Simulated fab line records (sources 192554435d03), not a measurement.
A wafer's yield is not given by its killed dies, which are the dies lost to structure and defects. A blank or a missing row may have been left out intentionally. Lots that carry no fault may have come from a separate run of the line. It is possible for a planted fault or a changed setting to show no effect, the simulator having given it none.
Split-lot trial	flow n5 finfet	7 lots, 39 wafers read, on a route of 1938 steps

== ABOUT THE SPLIT ==
At N5_BEOL_M7_ILD_DEP_00 (deposits SiCOH lowk from DEMS/porogen, target thk 179.75 nm, time 33.4 s), the setting time s was moved away from the recipe's 33.4 s on 9 of the 39 wafers read, by -20.1% to +57.9%. This setting was run at the recipe's value on the other wafers.

== FROM THE SPLIT ON TO THE READING: in between, the file shows 1 step ==
- N5_BEOL_M7_CURE_74: cures SiCOH lowk, time 240 s

== THE READING ==
M7_ILD_THK in nanometres, read at N5_BEOL_M7_THK_MEAS_01. Fault-free wafers of this fab line usually give 155.3 nm, standard deviation 2.5 nm.

wafer	tool, chamber at the split	time s as run, s	against the recipe	M7_ILD_THK, nm	against lot-mates on the recipe
L077.1	pecvd-02, 2	33.4	recipe	148.8	-
L077.2	pecvd-02, 1	52.74	+57.9%	238.5	+86.0
L077.3	pecvd-02, 0,2	52.74	+57.9%	241.8	+89.3
L077.4	pecvd-02, 1	33.4	recipe	151.8	-
L077.5	pecvd-02, 0	33.4	recipe	156.9	-
L077.6	pecvd-02, 0,2	52.74	+57.9%	241.7	+89.2
L079.1	pecvd-02, 2	33.4	recipe	151.0	-
L079.2	pecvd-02, 0	33.4	recipe	152.6	-
L079.3	pecvd-02, 1	33.4	recipe	152.2	-
L079.4	pecvd-02, 2	33.4	recipe	152.2	-
L079.5	pecvd-02, 1	33.4	recipe	153.5	-
L079.6	pecvd-02, 0	33.4	recipe	155.9	-
L082.1	pecvd-04, 2	33.4	recipe	155.1	-
L082.2	pecvd-04, 1	33.4	recipe	157.8	-
L082.3	pecvd-04, 0	33.4	recipe	157.2	-
L082.4	pecvd-04, 2	33.4	recipe	158.0	-
L082.5	pecvd-04, 1	33.4	recipe	160.1	-
L082.6	pecvd-04, 0	33.4	recipe	156.9	-
L089.1	pecvd-02, 2	33.4	recipe	153.7	-
L089.2	pecvd-02, 0	33.4	recipe	155.9	-
L089.3	pecvd-02, 0	33.4	recipe	158.6	-
L089.4	pecvd-02, 2	33.4	recipe	157.5	-
L089.5	pecvd-02, 0	33.4	recipe	157.1	-
L089.6	pecvd-02, 2	33.4	recipe	156.0	-
L093.1	pecvd-02, 2	41.39	+23.9%	187.8	+34.2
L093.2	pecvd-02, 0	41.39	+23.9%	189.1	+35.5
L093.3	pecvd-02, 1	33.4	recipe	151.3	-
L093.4	pecvd-02, 1	33.4	recipe	153.7	-
L093.5	pecvd-02, 2	41.39	+23.9%	190.5	+36.9
L093.6	pecvd-02, 0	33.4	recipe	155.7	-
L094.4	pecvd-04, 1	33.4	recipe	156.9	-
L094.5	pecvd-04, 2	33.4	recipe	156.7	-
L094.6	pecvd-04, 0	33.4	recipe	158.8	-
L097.1	pecvd-01, 0	26.67	-20.1%	125.6	-34.1
L097.2	pecvd-01, 2	26.67	-20.1%	127.4	-32.3
L097.3	pecvd-01, 2	33.4	recipe	159.2	-
L097.4	pecvd-01, 0	33.4	recipe	160.6	-
L097.5	pecvd-01, 2	33.4	recipe	159.2	-
L097.6	pecvd-01, 0	26.67	-20.1%	128.0	-31.7
The file does not say which wafer passed through which chamber wherever a row lists several chambers: such a row stands for several wafers.

THE FIT
A straight line over all 39 wafers: M7_ILD_THK changes by +1.45 nm for each +1% of time s; r = +0.99; the points scatter about the line by 2.8 nm.
The same after taking each lot's own level away (the mean of its wafers on the recipe; 39 wafers): +1.53 nm for each +1%; r = +1.00; scatter 1.8 nm.
On that fit, the largest move of time s shifts the reading by 89 nm.
Across the lots, their own levels run from 152.50 to 159.67 nm, a range of 2.9 times the standard deviation given above.
Consequently the slope shifts little with the lot-to-lot level, the two slopes agreeing.
Check: with one of the wafers moved furthest among these (+57.9%) left out of the fit, the line predicts +89.2 nm for it against its lot-mates. It came out at +86 nm against them.

== THESE WAFERS: OTHER SPLITS ==
Before the reading, these wafers also passed through other splits. Each is held against what the fit with the lots' levels taken away leaves over:
other split on the same wafers	wafers away from the commonest value	r with M7_ILD_THK (lot level and that fit taken away)
N5_BEOL_M2_TRENCH_ETCH_37 time s	9	+0.24

== THE WHOLE CHAIN: every reading that the file lists as answering this split, in the file's order ==
step	what it does	reading	change (the file's fit)	r (the file's)
N5_BEOL_M7_ILD_DEP_00	deposits SiCOH lowk from DEMS/porogen, target thk 179.75 nm, time 33.4 s	SiCOH_lowk_of_BEOL_M7_ILD_DEP_00.thk nm (the simulator's own value, which no gauge read)	+1.75 nm for each +1% of the setting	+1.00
N5_BEOL_M7_CURE_74	cures SiCOH lowk, time 240 s	SiCOH_lowk_of_BEOL_M7_ILD_DEP_00.thk nm (the simulator's own value, which no gauge read)	+1.53 nm for each +1% of the setting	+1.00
N5_BEOL_M7_THK_MEAS_01		M7_ILD_THK	+1.53 for each +1% of the setting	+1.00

== THE FILE'S OWN FIT ==
M7_ILD_THK changes by +1.53 nm for each +1% of time s, r = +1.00.
